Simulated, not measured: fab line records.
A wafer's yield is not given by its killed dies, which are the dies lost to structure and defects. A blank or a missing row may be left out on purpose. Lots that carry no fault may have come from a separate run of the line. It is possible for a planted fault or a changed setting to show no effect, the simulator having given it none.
Split-lot experiment -- flow n5_finfet -- on a route of 1938 steps: 7 lots, 39 wafers read

## ABOUT THE SPLIT
At N5_BEOL_M4_TRENCH_ETCH_37 (etches SiOC in C4F6/O2, target depth 55.555 nm, time 29.2 s), the setting time_s was moved away from the recipe's 29.2 s on 15 of the 39 wafers read, by -57.3% to +44.2%. For the rest of the wafers, this setting stayed at what the recipe calls for.

## FROM THE SPLIT TO THE READING: what the file shows between them, 8 steps
- N5_BEOL_M4_ETCH_41: etches SiCN in CH3F/O2, target depth 29.9 nm, time 52.5 s
- N5_BEOL_M4_STRIP_97: strips in N2/H2, time 10 s
- N5_BEOL_M4_OCD_MEAS_38
- N5_BEOL_M4_HM_STRIP_39: strips TiN in peroxide tin strip, target depth 25 nm, time 158 s
- N5_BEOL_M4_SRD_40: time 30 s
- N5_BEOL_M4_ECD_50: material Cu, target thk 300 nm
- N5_BEOL_M4_ANNEAL_51: time 90 s
- N5_BEOL_M4_CMP_52: polishes, stops on SiOC, t overpolish 6.8 s, target thk 40 nm

## THE READING
M4_THK, in nm, at N5_BEOL_M4_THK_MEAS_53 (measures by xrf). Fault-free wafers of this fab line usually give 39.8 nm, standard deviation 1.5 nm.

wafer,"tool, chamber at the split","time_s as run, s",against the recipe,"M4_THK, nm",against lot-mates on the recipe
L076.1,"rie_diel-06, 3",29.2,recipe,39.6,-
L076.4,"rie_diel-06, 0",29.2,recipe,41.7,-
L076.5,"rie_diel-06, 2",29.2,recipe,41.1,-
L080.1,"rie_diel-04, 1",29.2,recipe,43.7,-
L080.2,"rie_diel-04, 3",18.05,-38.2%,19.7,-22.2
L080.3,"rie_diel-04, 0",18.05,-38.2%,19.5,-22.4
L080.4,"rie_diel-04, 2",29.2,recipe,40.3,-
L080.5,"rie_diel-04, 1",18.05,-38.2%,20.8,-21.1
L080.6,"rie_diel-04, 0",29.2,recipe,41.7,-
L085.1,"rie_diel-06, 1",29.2,recipe,39.9,-
L085.2,"rie_diel-06, 2",12.46,-57.3%,9.1,-30.7
L085.3,"rie_diel-06, 3",29.2,recipe,39.5,-
L085.4,"rie_diel-06, 2",29.2,recipe,39.9,-
L085.5,"rie_diel-06, 1",12.46,-57.3%,7.3,-32.5
L085.6,"rie_diel-06, 3",12.46,-57.3%,7.1,-32.7
L089.1,"rie_diel-06, 3",29.2,recipe,40.4,-
L089.2,"rie_diel-06, 0",29.2,recipe,41.1,-
L089.3,"rie_diel-06, 2",29.2,recipe,38.4,-
L089.4,"rie_diel-06, 0",29.2,recipe,40.3,-
L089.5,"rie_diel-06, 3",29.2,recipe,37.9,-
L089.6,"rie_diel-06, 2",29.2,recipe,39.5,-
L093.1,"rie_diel-04, 0",42.12,+44.2%,64.5,+23.7
L093.2,"rie_diel-04, 2",42.12,+44.2%,63.2,+22.4
L093.3,"rie_diel-04, 3",42.12,+44.2%,64.3,+23.5
L093.4,"rie_diel-04, 1",29.2,recipe,43.2,-
L093.5,"rie_diel-04, 3",29.2,recipe,39.1,-
L093.6,"rie_diel-04, 0",29.2,recipe,40.1,-
L094.1,"rie_diel-06, 2",34.91,+19.6%,51.1,+8.2
L094.2,"rie_diel-06, 3",34.91,+19.6%,53.1,+10.2
L094.3,"rie_diel-06, 1",29.2,recipe,42.7,-
L094.4,"rie_diel-06, 0",29.2,recipe,43.2,-
L094.5,"rie_diel-06, 1",29.2,recipe,42.7,-
L094.6,"rie_diel-06, 2",34.91,+19.6%,51.3,+8.4
L096.1,"rie_diel-04, 3",21.59,-26.1%,24.1,-15.1
L096.2,"rie_diel-04, 0",29.2,recipe,37.6,-
L096.3,"rie_diel-04, 2",21.59,-26.1%,23.3,-15.9
L096.4,"rie_diel-04, 1",29.2,recipe,40.7,-
L096.5,"rie_diel-04, 1",29.2,recipe,39.4,-
L096.6,"rie_diel-04, 0",21.59,-26.1%,25.4,-13.8

FIT RESULTS
A straight line over all 39 wafers: M4_THK changes by +0.558 nm for each +1% of time_s; r = +0.99; the points scatter about the line by 1.6 nm.
The same after taking each lot's own level away (the mean of its wafers on the recipe; 39 wafers): +0.546 nm for each +1%; r = +1.00; scatter 1.2 nm.
That fit puts the effect of the largest move of time_s on the reading at 31 nm.
Across the lots, their own levels run from 39.23 to 42.87 nm, a range of 2.4 times the standard deviation given above.
The two slopes are in agreement: the lot-to-lot level therefore moves the slope only a little.
Check: for one of the wafers moved furthest among these (-57.3%), held out of the fit, the line's prediction against its lot-mates is -31.8 nm. It came out at -30.7 nm against them.

## THE WHOLE CHAIN: every reading that the file lists as answering this split, in the file's order
step,what it does,reading,change (the file's fit),r (the file's)
N5_BEOL_M4_TRENCH_ETCH_37,"etches SiOC in C4F6/O2, target depth 55.555 nm, time 29.2 s","etch.depth_nm (the simulator's own value, which no gauge read)",+0.549 nm for each +1% of the setting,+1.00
N5_BEOL_M4_TRENCH_ETCH_37,"etches SiOC in C4F6/O2, target depth 55.555 nm, time 29.2 s","BEOL_M4.feature_depth_nm (the simulator's own value, which no gauge read)",+0.549 nm for each +1% of the setting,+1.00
N5_BEOL_M4_TRENCH_ETCH_37,"etches SiOC in C4F6/O2, target depth 55.555 nm, time 29.2 s","TiN_of_BEOL_M4_HM_DEP_02.thk_nm (the simulator's own value, which no gauge read)",-0.0234 nm for each +1% of the setting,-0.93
N5_BEOL_M4_OCD_MEAS_38,,trench_depth_nm,+0.543 nm for each +1% of the setting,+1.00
N5_BEOL_M4_CMP_52,"polishes, stops on SiOC, t overpolish 6.8 s, target thk 40 nm","Cu_of_BEOL_M4_ECD_50.thk_nm (the simulator's own value, which no gauge read)",+0.54 nm for each +1% of the setting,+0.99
N5_BEOL_M4_THK_MEAS_53,measures by xrf,M4_THK,+0.549 for each +1% of the setting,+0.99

## FILE'S OWN FIT
M4_THK changes by +0.549 nm for each +1% of time_s, r = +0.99.
